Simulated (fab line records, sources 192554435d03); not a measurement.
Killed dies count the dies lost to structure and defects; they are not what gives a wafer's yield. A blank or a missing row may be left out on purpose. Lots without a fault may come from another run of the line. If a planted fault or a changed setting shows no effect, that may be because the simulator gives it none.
A struck lot beside a sound one + flow n5-finfet + 38 steps out of a route of 1938
Sound: these wafers, L641.3, L641.5, L641.6. Struck: wafers L638.1, L638.4 (left out: L638.2, a lot-mate that was not struck); the cause follows at the end.
Per side, at each step with rows, come the tool, then ch with its chambers, and then its first start. Under that, the readings that differ: sound wafers + struck wafers + difference of the means + sigmas: that difference in standard deviations of wafers without a fault.
alike: readings with means less than 2 such deviations apart, plus words and numbers identical on both sides. not compared: withheld readings, readings lacking a value on some wafer, bounds such as >300 that could conceal the same value, and numbers that have no deviation in the record and whose values overlap.
The two part at a step that has a row with sigmas, a row that says differs or no value, or rows on one side only. Numbers that don't overlap but have no deviation are shown without sigmas and don't part them. Lack of a reading on every wafer of one side parts them only where that side has two or more wafers.

first, 9 steps without rows for these wafers: N5_BEOL_M8_DESCUM_33 (chemistry O2, time 7 s); N5_BEOL_M8_ETCH_72 (etches underlayer in N2/H2, target depth 6.5 nm, time 5.2 s); N5_BEOL_M8_ETCH_65 (etches SiARC in CF4, target depth 15.6 nm, time 26 s); N5_BEOL_M8_ETCH_66 (etches SOC in N2/H2, target depth 80 nm, overetch 16 nm, time 120 s); N5_BEOL_M8_STRIP_69 (strips in N2/H2); N5_BEOL_M8_STRIP_73 (strips in N2/H2); N5_BEOL_M8_VIA_ETCH_34 (etches SiCOH lowk in C4F6/O2, target depth 125.5 nm, time 50.5 s); N5_BEOL_M8_STRIP_76 (strips in C4F6/O2); N5_BEOL_M8_STRIP_36 (strips in N2/H2).
N5_BEOL_M8_TRENCH_ETCH_37: etches SiCOH lowk in C4F6/O2, target depth 93.478 nm, time 31.2 s.
  sound on rie-diel-04 ch 2,3, day 14 09:17; struck on rie-diel-03 ch 0,1, day 14 04:34
| reading                             | sound            | struck      | difference | sigmas |
|-------------------------------------|------------------|-------------|------------|--------|
| model.BEOL_M8.feature-depth-nm (nm) | 91.8 93.2 92     | 80.8 82.4   | -10.7      |        |
| model.etch.depth-nm (nm)            | 91.76 93.17 91.9 | 80.83 82.44 | -10.64     |        |
  alike: drypump-motor-current-A, oes_o_777_au, oes-product-au, rf-vpp-V, showerhead-plenum-p-Torr, throttle-valve-pct
  not compared: rf-hours-counter-h
then, 2 steps without rows for these wafers: N5_BEOL_M8_ETCH_41 (etches SiCN in CH3F/O2, target depth 31.9 nm, time 57.8 s); N5_BEOL_M8_STRIP_80 (strips in N2/H2, time 10 s).
N5_BEOL_M8_OCD_MEAS_38:
  struck on ocd-02, day 14 04:43; sound on ocd-02, day 14 09:26
| reading              | sound          | struck    | difference | sigmas |
|----------------------|----------------|-----------|------------|--------|
| trench-depth-nm (nm) | 91.9 93.4 91.9 | 80.5 82.4 | -11.0      | -6     |
then, 13 steps without rows for these wafers: N5_BEOL_M8_HM_STRIP_39 (strips TiN in peroxide tin strip, target depth 25 nm, time 158 s); N5_BEOL_M8_SRD_40 (time 30 s); N5_BEOL_M8_PRECLEAN_42 (cleans in residue remover, time 60 s); N5_BEOL_M8_SRD_43 (time 30 s); N5_BEOL_M8_CURE_75 (cures SiCOH lowk, time 120 s); N5_BEOL_M8_DEGAS_44 (time 60 s); N5_BEOL_M8_PRE_CLEAN_45 (time 30 s); N5_BEOL_M8_ALD_77 (deposits TaN, target thk 2 nm, pulse time 2 s, purge time 3 s); N5_BEOL_M8_SURFACE_TREAT_79; N5_BEOL_M8_CVD_78 (deposits Co from CCTBA/H2, target thk 2 nm, time 142.3 s); N5_BEOL_M8_SPUTTER_48 (material Cu, target thk 10 nm, time 1.667 s); N5_BEOL_M8_ECD_50 (material Cu, target thk 300 nm); N5_BEOL_M8_ANNEAL_51 (time 90 s).
N5_BEOL_M8_CMP_52: polishes, stops on SiCOH lowk, t overpolish 6.9 s, target thk 80 nm.
  sound on cmp-01 ch 0,2,3, day 14 12:13; struck on cmp-02 ch 1,3, day 14 07:58
| reading                                | sound          | struck  | difference | sigmas |
|----------------------------------------|----------------|---------|------------|--------|
| model.Cu_of_BEOL_M8_ECD_50.thk-nm (nm) | 77.4 78.8 78.2 | 66.6 70 | -9.8       |        |
  alike: barrier-field-endpoint-s, motor-current-A, overpolish-run-s, platen-rpm, retaining-ring-pressure-frac, time-to-endpoint-s
N5_BEOL_M8_THK_MEAS_53: measures by xrf.
  struck on film-metro-01, day 14 08:15; sound on film-metro-01, day 14 12:24
| reading     | sound          | struck    | difference | sigmas |
|-------------|----------------|-----------|------------|--------|
| M8_THK (nm) | 75.5 76.9 76.6 | 66.1 69.6 | -8.5       | -4     |
then, 2 steps without rows for these wafers: N5_BEOL_M8_PRE_CLEAN_55 (time 15 s); N5_BEOL_M8_DEP_56 (deposits SiCN from 3MS/NH3, target thk 10 nm, time 17.5 s).
N5_BEOL_M8_RS_MEAS_57: a four-point-probe measurement.
  struck on film-metro-02, day 14 08:23; sound on film-metro-01, day 14 12:32
| reading        | sound             | struck      | difference | sigmas |
|----------------|-------------------|-------------|------------|--------|
| M8_RS (ohm/sq) | 0.297 0.291 0.295 | 0.356 0.335 | +0.051     | +6     |
then, 5 steps without rows for these wafers: N5_BEOL_M9_ILD_DEP_00 (deposits SiCOH lowk from DEMS/porogen, target thk 308.51 nm, time 58 s); N5_BEOL_M9_CURE_71 (cures SiCOH lowk, time 240 s); N5_BEOL_M9_PECVD_70 (deposits SiO2 from TEOS/O2, target thk 20 nm, time 22.7 s); N5_BEOL_M9_HM_DEP_02 (deposits TiN, target thk 20 nm); N5_BEOL_M9_COAT_59 (time 60 s, resist thk 100 nm).
-- here the record skips 2 days between the struck wafers' starts before and after, leaving off in module BEOL_M9 and picking up in module BEOL_M15 (first step shown: number 1830 of the route) --
N5_BEOL_M15_RC_MEAS_101:
  sound on prober-02 ch 0, day 16 17:44; struck on prober-02 ch 0, day 16 11:22
| reading                   | sound          | struck    | difference | sigmas |
|---------------------------|----------------|-----------|------------|--------|
| SERP_M8 (ohm/um)          | 14.1 14.4 14.5 | 17.0 16.5 | +2.4       | +3     |
| SERP_M8_max_site (ohm/um) | 14.7 14.9 15.0 | 17.7 17.3 | +2.6       | +3     |
  alike: etest-temp-c, COMB_M10, COMB_M11, COMB_M12, COMB_M13, COMB_M14, COMB_M15, COMB_M5, COMB_M5_max_site, COMB_M6, COMB_M7, COMB_M8, COMB_M8_max_site, COMB_M9, SERP_M10, SERP_M10_max_site, SERP_M11, SERP_M11_max_site, SERP_M12, SERP_M13, SERP_M14, SERP_M5, SERP_M5_max_site, SERP_M6, SERP_M7, SERP_M9, SERP_M9_max_site
N5_PASSIVATION_PROBE_49:
  struck on prober-02, day 17 01:08; sound on prober-01, day 17 08:19
| reading                  | sound          | struck    | difference | sigmas |
|--------------------------|----------------|-----------|------------|--------|
| defect-limited-yield (%) | 88.3 89.0 86.7 | 93.1 93.7 | +5.4       | +4     |
| killed-at-front-end      | 62 39 70       | 28 23     | -32        | -3     |
| killed-dies              | 138 130 157    | 82 74     | -64        | -4     |
| killed-open              | 91 84 100      | 59 48     | -38        | -3     |
| killed-short             | 41 36 48       | 22 21     | -20        | -3     |
| sort_bin_5_function (%)  | 7.1 6.4 6.9    | 3.8 3.6   | -3.1       | -3     |
| sort_bin_6_memory (%)    | 4.2 4.4 6.2    | 3.0 2.5   | -2.2       | -4     |
  alike: killed_at_M0_to_M3, killed_at_M4_up, killed-at-contacts, killed-at-other, sort-n-pass, sort-yield-pct

## WHERE THEY PART
Earliest at N5_BEOL_M8_OCD_MEAS_38; latest, in this record, at N5_PASSIVATION_PROBE_49.

WHY: whatever the simulator had introduced
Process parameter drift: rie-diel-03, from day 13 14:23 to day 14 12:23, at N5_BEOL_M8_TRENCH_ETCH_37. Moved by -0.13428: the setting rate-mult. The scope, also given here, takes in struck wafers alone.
